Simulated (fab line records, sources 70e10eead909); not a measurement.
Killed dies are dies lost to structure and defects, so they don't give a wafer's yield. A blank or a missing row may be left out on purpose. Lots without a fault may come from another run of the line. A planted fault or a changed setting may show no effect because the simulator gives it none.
fab line records | flow nand_harc
record lots=15 wafers=45 last_day=24
route steps=1159 shown A_BONDPAD@1073
lots that met no fault: from a run of the same line without faults
start_h: hours from the record's first day to the start of the lot's first wafer shown | wait_h: hours since the lot's step before | " the same as in the row above | L1.1+2: a row that stands for several wafers | - no value, or no start given | * or withheld: withheld | < > ~ a bound
route shown NAME@n: a module of which the file shows steps, and the number in the route of the first | usual: mean/standard deviation of fault-free wafers | same: alike in all rows | chamber/n: place in a boat | sites: the reading at each site | _std_site: their standard deviation | _edge_site: outer sites' mean less inner sites' | radius_mm: how far each site lies from the wafer's centre | mask NAME#n: copy n | behind: the tool/chamber that last shaped the wafer | hold: why the lot was held/for how many hours/how that ended | device: the transistor (n, p or np) that didn't switch | end of line: the same wafers' tests at the end of the route | a step without rows: its recipe alone | killed: dies lost to structure and defects at the first sort, not the wafer's yield | map: a wafer's dies, x killed, . not, _ none there
set.NAME: the setting as run; set.NAME@STEP: as run at that earlier step | model.NAME: the simulator's own value behind a step, which no gauge read
steps of the route over a sample of lots; a table a step, a row a wafer
services: from which hour (start_h, from the record's first day; less than 0 if before it) a tool's chamber was out of use, for how many hours, and why
## steps
# step NHARC_A_BONDPAD_OVL_MEAS_35
# usual overlay_x_nm=1/6.2 overlay_y_nm=0/5.7
# columns lot.wafer tool chamber start_h wait_h overlay_x_nm overlay_y_nm
L662.1 overlay-01 - 411.00 - 6 8
L662.3 " - " " 6 9
L662.6 " - " " 6 8
L661.2 overlay-02 - 412.13 - -9 0
L661.3 " - " " -9 0
L661.5 " - " " -10 0
L664.3 overlay-02 - 414.62 - 11 -2
L664.5 " - " " 10 -2
L664.6 " - " " 11 -1
L665.1 overlay-02 - 416.11 - 3 -2
L665.4 " - " " 2 -2
L665.5 " - " " 3 -1
L663.2 overlay-01 - 425.18 - -1 3
L663.3 " - " " -1 4
L663.4 " - " " -2 3
L667.2 overlay-02 - 430.87 - 1 -5
L667.4 " - " " 2 -5
L667.5 " - " " 1 -5
L668.2 overlay-01 - 450.35 - -1 -1
L668.5 " - " " -1 -2
L668.6 " - " " -2 -2
L671.1 overlay-01 - 455.10 - 11 -6
L671.5 " - " " 10 -6
L671.6 " - " " 10 -6
L676.3 overlay-02 - 502.33 - -10 0
L676.4 " - " " -10 -1
L676.5 " - " " -10 0
L675.1 overlay-01 - 502.41 - 4 -4
L675.4 " - " " 4 -4
L675.5 " - " " 5 -3
L677.1 overlay-02 - 502.72 - 0 -7
L677.3 " - " " 0 -7
L677.5 " - " " 0 -7
L681.1 overlay-01 - 512.72 - 1 -3
L681.3 " - " " 1 -3
L681.6 " - " " 1 -3
L683.1 overlay-01 - 530.09 - -13 4
L683.2 " - " " -12 3
L683.5 " - " " -12 4
L682.4 overlay-02 - 530.38 - -4 -14
L682.5 " - " " -4 -14
L682.6 " - " " -4 -14
L684.1 overlay-01 - 543.88 - 3 3
L684.2 " - " " 3 3
L684.5 " - " " 2 3
# step NHARC_A_BONDPAD_DEGAS_25
# recipe temp_c=300 time_s=60
# usual heater_power_w=437/48
# columns lot.wafer tool chamber start_h wait_h heater_power_w
L662.1 pvd_sputter-02 - 412.06 - 389
L662.3 " - " " 399
L662.6 " - " " 389
L661.2 pvd_sputter-02 - 413.19 - 438
L661.3 " - " " 448
L661.5 " - " " 399
L664.3 pvd_sputter-03 - 415.68 - 446
L664.6 " - " " 442
L664.5 " - " " 472
L665.4 pvd_sputter-02 - 417.19 - 445
L665.1 " - " " 387
L665.5 " - " " 443
L663.3 pvd_sputter-02 - 426.25 - 395
L663.2 " - " " 438
L663.4 " - " " 401
L667.2 pvd_sputter-02 - 431.98 - 404
L667.4 " - " " 381
L667.5 " - " " 461
L668.2 pvd_sputter-03 - 451.43 - 473
L668.6 " - " " 489
L668.5 " - " " 440
L671.1 pvd_sputter-01 - 456.17 - 414
L671.6 " - " " 568
L671.5 " - " " 410
L676.4 pvd_sputter-03 - 503.44 - 416
L676.3 " - " " 470
L676.5 " - " " 406
L675.4 pvd_sputter-01 - 503.53 - 405
L675.1 " - " " 377
L675.5 " - " " 573
L677.3 pvd_sputter-03 - 503.79 - 458
L677.1 " - " " 415
L677.5 " - " " 456
L681.1 pvd_sputter-02 - 513.79 - 430
L681.3 " - " " 423
L681.6 " - " " 388
L683.2 pvd_sputter-01 - 531.25 - 382
L683.1 " - " " 560
L683.5 " - " " 393
L682.4 pvd_sputter-03 - 531.45 - 423
L682.5 " - " " 474
L682.6 " - " " 461
L684.1 pvd_sputter-02 - 544.96 - 452
L684.2 " - " " 395
L684.5 " - " " 438
# step NHARC_A_BONDPAD_PRE_CLEAN_26
# recipe time_s=30 temp_c=280 gas=H2/He
# usual heater_power_w=386/42
# columns lot.wafer tool chamber start_h wait_h heater_power_w
L662.1 pvd_sputter-02 - - - 388
L662.3 " - " " 356
L662.6 " - " " 339
L661.2 pvd_sputter-02 - - - 364
L661.3 " - " " 396
L661.5 " - " " 387
L664.3 pvd_sputter-03 - - - 361
L664.5 " - " " 415
L664.6 " - " " 386
L665.1 pvd_sputter-02 - - - 342
L665.4 " - " " 382
L665.5 " - " " 399
L663.3 pvd_sputter-02 - - - 393
L663.4 " - " " 363
L663.2 " - " " 404
L667.4 pvd_sputter-02 - - - 360
L667.2 " - " " 401
L667.5 " - " " 411
L668.2 pvd_sputter-03 - - - 393
L668.6 " - " " 393
L668.5 " - " " 410
L671.1 pvd_sputter-01 - - - 353
L671.5 " - " " 359
L671.6 " - " " 347
L676.3 pvd_sputter-03 - - - 400
L676.4 " - " " 375
L676.5 " - " " 363
L675.1 pvd_sputter-01 - - - 503
L675.4 " - " " 349
L675.5 " - " " 483
L677.3 pvd_sputter-03 - - - 369
L677.1 " - " " 425
L677.5 " - " " 396
L681.3 pvd_sputter-02 - - - 362
L681.1 " - " " 340
L681.6 " - " " 394
L683.2 pvd_sputter-01 - - - 325
L683.1 " - " " 342
L683.5 " - " " 336
L682.4 pvd_sputter-03 - - - 421
L682.6 " - " " 402
L682.5 " - " " 407
L684.2 pvd_sputter-02 - - - 391
L684.1 " - " " 393
L684.5 " - " " 386
# step NHARC_A_BONDPAD_CMP_19
# recipe t_overpolish_s=30 cu_recess_touch_s=16 target_thk_nm=169.8
# usual cu_recess_touch_s=16/0 edge_zone_pressure_frac=1.000/0.0047 motor_current_A=12.4/1.3 overpolish_run_s=29.999/0.009
# columns lot.wafer tool chamber start_h wait_h cu_recess_touch_s edge_zone_pressure_frac motor_current_A overpolish_run_s
L662.1 cmp-02 1 413.14 - 16 0.996 11.5 29.991
L662.3 " 2 " " 16 1.002 11.8 29.988
L662.6 " 1 " " 16 0.989 11.7 29.992
L661.2 cmp-02 2 414.33 - 16 0.996 11.2 30.004
L661.3 " 3 " " 16 0.999 13.2 30.011
L661.5 " 0 " " 16 0.997 15.0 30.013
L664.3 cmp-03 2 416.80 - 16 1.002 12.7 30.017
L664.5 " 1 " " 16 1.004 11.4 30.007
L664.6 " 2 " " 16 0.994 12.4 29.999
L665.1 cmp-02 3 418.30 - 16 1.003 13.5 30.016
L665.4 " 1 " " 16 0.999 11.1 30.010
L665.5 " 0 " " 16 1.000 14.0 29.987
L663.3 cmp-04 2 427.33 - 16 1.006 12.8 30.012
L663.4 " 0 " " 16 0.999 12.8 30.002
L663.2 " 1 " " 16 1.005 11.6 29.982
L667.2 cmp-03 1 433.10 - 16 1.001 11.6 29.998
L667.4 " 2 " " 16 1.007 13.1 29.990
L667.5 " 1 " " 16 1.002 11.3 29.990
L668.2 cmp-04 1 453.03 - 16 0.994 11.5 29.999
L668.5 " 1 " " 16 1.003 11.2 30.024
L668.6 " 2 " " 16 1.000 14.3 30.000
L671.1 cmp-03 3 457.30 - 16 1.000 14.8 30.005
L671.6 " 1 " " 16 0.997 11.6 29.982
L671.5 " 2 " " 16 0.997 12.2 29.988
L676.4 cmp-02 2 504.53 - - - - -
L676.3 " 0 " " - - - -
L676.5 " 2 " " - - - -
L675.4 cmp-03 2 504.76 - - - - -
L675.1 " 3 " " - - - -
L675.5 " 2 " " - - - -
L677.3 cmp-02 3 505.06 - - - - -
L677.1 " 1 " " - - - -
L677.5 " 0 " " - - - -
L681.1 cmp-03 1 514.93 - 16 0.992 11.4 30.008
L681.3 " 2 " " 16 1.010 12.2 29.985
L681.6 " 0 " " 16 1.000 10.8 29.999
L683.1 cmp-03 0 532.33 - 16 1.008 10.6 29.990
L683.2 " 1 " " 16 0.995 11.6 29.998
L683.5 " 1 " " 16 1.005 11.6 29.991
L682.4 cmp-02 1 532.61 - 16 1.001 11.4 30.007
L682.5 " 2 " " 16 0.998 11.9 30.001
L682.6 " 3 " " 16 0.992 13.5 29.991
L684.1 cmp-02 1 546.03 - 16 0.996 11.5 30.000
L684.2 " 3 " " 16 1.014 13.5 30.002
L684.5 " 2 " " 16 1.000 11.6 29.979
# step NHARC_A_BONDPAD_THK_MEAS_20
# recipe thk_meas_gauge=xrf
# usual thk_nm=169.8/1.8
# columns lot.wafer tool chamber start_h wait_h thk_nm
L662.1 film_metro-02 - 413.46 - 172.1
L662.3 " - " " 168.4
L662.6 " - " " 171.5
L661.2 film_metro-02 - 414.59 - 168.1
L661.3 " - " " 169.8
L661.5 " - " " 166.7
L664.3 film_metro-01 - 417.09 - 166.8
L664.5 " - " " 170.5
L664.6 " - " " 167.8
L665.1 film_metro-02 - 418.63 - 171.0
L665.4 " - " " 170.1
L665.5 " - " " 167.7
L663.2 film_metro-01 - 427.66 - 169.0
L663.3 " - " " 170.2
L663.4 " - " " 172.8
L667.2 film_metro-02 - 433.39 - 168.7
L667.4 " - " " 169.6
L667.5 " - " " 169.3
L668.2 film_metro-02 - 453.35 - 169.6
L668.5 " - " " 169.6
L668.6 " - " " 173.3
L671.1 film_metro-02 - 457.56 - 170.2
L671.5 " - " " 172.7
L671.6 " - " " 170.5
L676.3 film_metro-01 - 504.85 0.2 397.4
L676.4 " - " " 387.5
L676.5 " - " " 397.9
L675.1 film_metro-02 - 505.08 0.3 397.4
L675.4 " - " " 402.2
L675.5 " - " " 395.3
L677.1 film_metro-01 - 505.39 0.2 401.7
L677.3 " - " " 396.2
L677.5 " - " " 400.8
L681.1 film_metro-02 - 515.20 - 169.9
L681.3 " - " " 169.7
L681.6 " - " " 170.2
L683.1 film_metro-02 - 532.66 - 170.6
L683.2 " - " " 171.2
L683.5 " - " " 170.0
L682.4 film_metro-02 - 532.86 - 172.9
L682.5 " - " " 172.6
L682.6 " - " " 170.0
L684.1 film_metro-01 - 546.35 - 168.4
L684.2 " - " " 170.2
L684.5 " - " " 166.8
# step NHARC_A_BONDPAD_INSPECT_23
# usual raw_defect_count=464/100
# columns lot.wafer tool chamber start_h wait_h raw_defect_count
L662.1 defect_inspect-01 - 413.67 0.0 556
L662.3 " - " " 420
L662.6 " - " " 528
L661.2 defect_inspect-01 - 414.81 0.0 412
L661.3 " - " " 349
L661.5 " - " " 452
L664.3 defect_inspect-02 - 417.31 0.0 454
L664.5 " - " " 429
L664.6 " - " " 644
L665.1 defect_inspect-02 - 418.85 0.0 641
L665.4 " - " " 463
L665.5 " - " " 680
L663.2 defect_inspect-02 - 427.86 0.0 384
L663.3 " - " " 455
L663.4 " - " " 583
L667.2 defect_inspect-01 - 433.59 0.0 482
L667.4 " - " " 373
L667.5 " - " " 387
L668.2 defect_inspect-01 - 453.56 0.0 386
L668.5 " - " " 371
L668.6 " - " " 287
L671.1 defect_inspect-02 - 457.79 0.0 434
L671.5 " - " " 507
L671.6 " - " " 441
L676.3 defect_inspect-01 - 505.06 0.0 3395
L676.4 " - " " 3274
L676.5 " - " " 3233
L675.1 defect_inspect-01 - 505.31 0.0 3038
L675.4 " - " " 3183
L675.5 " - " " 3224
L677.1 defect_inspect-01 - 505.62 0.0 3226
L677.3 " - " " 3128
L677.5 " - " " 3214
L681.1 defect_inspect-02 - 515.42 0.0 701
L681.3 " - " " 453
L681.6 " - " " 563
L683.1 defect_inspect-02 - 532.89 0.0 496
L683.2 " - " " 458
L683.5 " - " " 461
L682.4 defect_inspect-01 - 533.08 0.0 442
L682.5 " - " " 558
L682.6 " - " " 677
L684.1 defect_inspect-01 - 546.58 0.0 392
L684.2 " - " " 378
L684.5 " - " " 399
## services
# columns tool chamber start_h hours kind
cmp-02 - 391.67 0.5 repair
pvd_sputter-02 - 392.00 10.0 pm
cmp-04 - 399.00 4.0 pm
cmp-04 - 418.75 4.6 repair
cmp-02 - 424.15 4.0 pm
cmp-02 - 428.15 - consumable_replace:conditioner
cmp-02 - 428.15 - consumable_replace:pad
cmp-04 - 433.61 2.1 repair
pvd_sputter-01 - 445.54 6.2 repair
cmp-03 - 450.00 4.0 pm
cmp-03 - 454.00 - consumable_replace:conditioner
pvd_sputter-03 - 458.00 10.0 pm
cmp-03 - 462.05 1.0 repair
cmp-03 - 487.95 0.3 repair
cmp-04 - 489.67 1.7 repair
cmp-02 - 491.86 1.0 repair
cmp-04 - 497.00 4.0 pm
pvd_sputter-01 - 509.78 9.3 repair
cmp-03 - 514.26 0.5 repair
cmp-02 - 522.15 4.0 pm
cmp-02 - 526.15 - consumable_replace:conditioner
cmp-02 - 526.15 - consumable_replace:pad
cmp-04 - 529.84 1.0 repair
pvd_sputter-01 - 544.49 4.9 repair
## key
first_sign step=NHARC_A_BONDPAD_CMP_19 reading=tool_record direction=missing
effect step=NHARC_A_BONDPAD_THK_MEAS_20 reading=thk_nm direction=up sigmas=99+ usual=169.8 struck=397.4
effect step=NHARC_A_BONDPAD_INSPECT_23 reading=raw_defect_count direction=up sigmas=27 usual=464 struck=3213
met_at NHARC_A_BONDPAD_CMP_19
struck_lots L675,L676,L677
later_rows_left_out L675.1,L675.4,L675.5,L676.3,L676.4,L676.5,L677.1,L677.3,L677.5
sort_left_out L675.1,L675.4,L675.5,L676.3,L676.4,L676.5,L677.1,L677.3,L677.5
not_acting_at NHARC_A_BONDPAD_OVL_MEAS_35,NHARC_A_BONDPAD_DEGAS_25,NHARC_A_BONDPAD_PRE_CLEAN_26
onset_between 457.30 504.53
fault kind=skipped_step_whole tool=cmp-02,cmp-03 chamber=- onset_h=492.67 steps=NHARC_A_BONDPAD_CMP_19 scope=struck_lots_only
# sort_left_out: the simulated sort isn't trusted on such a fault, so these wafers' sort isn't shown, and their yield isn't known
# later_rows_left_out: the simulator's readings of these wafers behind a module that went badly wrong aren't trusted and aren't shown, but for the sort
